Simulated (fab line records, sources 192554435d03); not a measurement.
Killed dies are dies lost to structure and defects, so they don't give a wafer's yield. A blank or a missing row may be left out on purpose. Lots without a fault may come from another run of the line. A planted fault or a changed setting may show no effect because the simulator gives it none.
fab line records | flow n5_finfet
record lots=7 wafers=39
route steps=1938 shown WELL_APT@39 FIN_SAQP@125 FIN_CUT@173 SD_EPI_N@293 HKMG_FIN@438 GATE_CUT@501 MOL_CONTACT_COAG@538 BEOL_M4@1111
start_h: hours from the record's first day to the start of the lot's first wafer shown | wait_h: hours since the lot's step before | " the same as in the row above | L1.1+2: a row that stands for several wafers | - no value, or no start given | * or withheld: withheld | < > ~ a bound
route shown NAME@n: a module of which the file shows steps, and the number in the route of the first | usual: mean/standard deviation of fault-free wafers | same: alike in all rows | chamber/n: place in a boat | sites: the reading at each site | _std_site: their standard deviation | _edge_site: outer sites' mean less inner sites' | radius_mm: how far each site lies from the wafer's centre | mask NAME#n: copy n | behind: the tool/chamber that last shaped the wafer | hold: why the lot was held/for how many hours/how that ended | device: the transistor (n, p or np) that didn't switch | end of line: the same wafers' tests at the end of the route | a step without rows: its recipe alone | killed: dies lost to structure and defects at the first sort, not the wafer's yield | map: a wafer's dies, x killed, . not, _ none there
set.NAME: the setting as run; set.NAME@STEP: as run at that earlier step | model.NAME: the simulator's own value behind a step, which no gauge read
lots whose settings were changed on purpose; a table a step, a row a wafer
## steps
# step N5_WELL_APT_EXPOSE_22
# recipe mask_id=PWELL na=0.8 source_shape=conventional sigma_outer=0.8 polarization=unpolarized defocus_nm=0 target_cd_nm=200 dose_mj=23.2
# step N5_FIN_SAQP_SPACER1_ALD_24
# recipe material=SiO2 target_thk_a=203 temp_c=300 ald_precursor_family=BDEAS ald_co_reactant=O2-plasma pulse_time_s=1 purge_time_s=2 co_reactant_purge_time_s=2 ald_cycles=218 pressure_torr=2
# step N5_FIN_CUT_CUT_ETCH_26
# recipe chemistry=CH3F/O2 target=SiNx target_depth_a=390 mask_material=SOC time_s=55.7 pressure_mtorr=30 source_w=395 bias_w=73 Ar_flow_sccm=150 CH3F_flow_sccm=30 O2_flow_sccm=20 ion_energy_ev=120
# step N5_FIN_CUT_CUT_ETCH_15
# recipe chemistry=HBr/Cl2/O2 target=Si target_depth_a=1000 bt_time_s=10 mask_material=SOC time_s=42.4 ion_energy_ev=* bias_w=* pressure_mtorr=10 icp_w=800 HBr_flow_sccm=150 Cl2_flow_sccm=80 O2_flow_sccm=12
# step N5_SD_EPI_N_LINER_46
# recipe material=SiNx target_thk_a=30 temp_c=400 ald_precursor_family=SiH2I2 ald_co_reactant=N2/H2-plasma pressure_torr=2
# step N5_HKMG_FIN_ETCH_35
# recipe chemistry=N2/H2 target=SOC target_depth_a=2158 ion_energy_ev=65 bias_w=5 source_w=3000 time_s=243.4 pressure_mtorr=30 n2_flow_sccm=200 h2_flow_sccm=200
# step N5_GATE_CUT_CUT_ETCH_54
# recipe chemistry=Cl2/BCl3 target=TiN mask_material=SiO2 target_depth_a=967 pressure_mtorr=10 icp_w=1000 bias_w=126 Cl2_flow_sccm=53.25 bcl3_flow_sccm=21.75 Ar_flow_sccm=25 ends=cleared
# step N5_MOL_CONTACT_COAG_ETCH_110
# recipe chemistry=CF4/O2 target=Si target_depth_a=25 time_s=8 pressure_mtorr=100 source_w=200 bias_w=12 ion_energy_ev=60 Ar_flow_sccm=100 cf4_flow_sccm=100 O2_flow_sccm=10
# step N5_BEOL_M4_RC_MEAS_101
# usual REXT_P=100.6/2.4
# columns lot.wafer tool chamber start_h wait_h set.dose_mj@WELL_APT_EXPOSE_22 set.temp_c@FIN_SAQP_SPACER1_ALD_24 set.time_s@FIN_CUT_CUT_ETCH_26 set.time_s@FIN_CUT_CUT_ETCH_15 set.target_thk_a@SD_EPI_N_LINER_46 set.time_s@HKMG_FIN_ETCH_35 set.Cl2_flow_sccm@GATE_CUT_CUT_ETCH_54 set.source_w@MOL_CONTACT_COAG_ETCH_110 REXT_P[ohm.um]
L075.1 prober-01 0 175.49 0.0 23.2 300 55.7 42.4 30 243.4 53.25 200 103.9
L075.3 " 0 " " 23.2 300 55.7 42.4 30 243.4 53.25 200 103.0
L075.5 " 0 " " 23.2 300 55.7 42.4 30 243.4 53.25 200 102.9
L077.1 prober-02 0 181.49 0.0 23.2 300 55.7 42.4 32.26 243.4 53.25 200 102.6
L077.2 " 0 " " 23.2 300 52.31 32.45 32.26 243.4 62.28 236.4 102.5
L077.3 " 0 " " 23.96 300 52.31 42.4 30 243.4 62.28 236.4 100.4
L077.4 " 0 " " 23.96 300 55.7 42.4 30 243.4 62.28 200 100.6
L077.5 " 0 " " 23.96 300 52.31 32.45 32.26 243.4 53.25 236.4 103.0
L077.6 " 0 " " 23.2 300 55.7 32.45 30 243.4 53.25 200 100.9
L089.1 prober-02 0 270.23 0.0 23.2 300 55.7 47.62 30 243.4 58.97 200 104.1
L089.2 " 0 " " 21.46 300 55.7 42.4 30 243.4 58.97 200 104.9
L089.3 " 0 " " 23.2 300 55.7 42.4 30 243.4 53.25 200 105.7
L089.4 " 0 " " 21.46 300 42.68 47.62 30 243.4 58.97 200 103.6
L089.5 " 0 " " 23.2 300 42.68 47.62 30 243.4 53.25 200 103.2
L089.6 " 0 " " 21.46 300 42.68 42.4 30 243.4 53.25 200 103.6
L095.1 prober-02 0 294.82 0.0 23.2 288.3 63.72 42.4 25.94 243.4 53.25 172.6 93.8
L095.2 " 0 " " 23.2 300 55.7 42.4 30 243.4 53.25 200 98.9
L095.3 " 0 " " 23.2 288.3 63.72 42.4 30 258.3 48.47 172.6 98.9
L095.4 " 0 " " 23.2 288.3 55.7 42.4 25.94 258.3 53.25 172.6 95.6
L095.5 " 0 " " 23.2 300 55.7 42.4 25.94 243.4 48.47 200 94.9
L095.6 " 0 " " 23.2 300 63.72 42.4 30 258.3 48.47 200 99.6
L094.1 prober-02 0 305.07 0.0 23.2 290.6 55.7 42.4 33.68 243.4 53.25 213.8 103.1
L094.2 " 0 " " 22.36 300 55.7 42.4 33.68 243.4 44.93 200 104.4
L094.3 " 0 " " 23.2 290.6 55.7 42.4 30 261.4 53.25 200 100.3
L094.4 " 0 " " 22.36 290.6 55.7 42.4 30 261.4 44.93 213.8 99.7
L094.5 " 0 " " 23.2 300 55.7 42.4 33.68 261.4 53.25 213.8 104.6
L094.6 " 0 " " 22.36 300 55.7 42.4 30 243.4 44.93 200 101.0
L096.1 prober-02 0 322.86 0.0 24.94 300 55.7 39.5 33.17 220.2 53.25 200 106.2
L096.2 " 0 " " 23.2 295.7 55.7 42.4 33.17 243.4 53.25 231.3 105.6
L096.3 " 0 " " 23.2 300 55.7 42.4 30 243.4 53.25 200 100.6
L096.4 " 0 " " 23.2 300 55.7 39.5 30 220.2 53.25 231.3 101.0
L096.5 " 0 " " 24.94 295.7 55.7 42.4 33.17 220.2 53.25 200 104.4
L096.6 " 0 " " 24.94 295.7 55.7 39.5 30 243.4 53.25 231.3 102.4
L097.1 prober-02 0 339.85 0.0 21.55 300 55.7 34.69 31.2 243.4 48.51 200 102.3
L097.2 " 0 " " 21.55 293.5 55.7 42.4 30 243.4 53.25 200 101.8
L097.3 " 0 " " 23.2 300 55.7 42.4 30 243.4 48.51 200 99.1
L097.4 " 0 " " 23.2 300 49.77 34.69 31.2 243.4 53.25 200 103.5
L097.5 " 0 " " 23.2 293.5 49.77 42.4 31.2 243.4 53.25 200 103.9
L097.6 " 0 " " 21.55 293.5 49.77 34.69 30 243.4 48.51 200 100.6
## key
split step=N5_WELL_APT_EXPOSE_22 setting=dose_mj stated_as=23.2
response none clear
split step=N5_FIN_SAQP_SPACER1_ALD_24 setting=temp_c stated_as=300
response none clear
split step=N5_FIN_CUT_CUT_ETCH_26 setting=time_s stated_as=55.7
response none clear
split step=N5_FIN_CUT_CUT_ETCH_15 setting=time_s stated_as=42.4
response none clear
split step=N5_SD_EPI_N_LINER_46 setting=target_thk_a stated_as=30
response step=N5_BEOL_M4_RC_MEAS_101 reading=REXT_P slope=+0.326 per=1% together_with=all explained=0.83
split step=N5_HKMG_FIN_ETCH_35 setting=time_s stated_as=243.4
response none clear
split step=N5_GATE_CUT_CUT_ETCH_54 setting=Cl2_flow_sccm stated_as=53.25
response none clear
split step=N5_MOL_CONTACT_COAG_ETCH_110 setting=source_w stated_as=200
response none clear
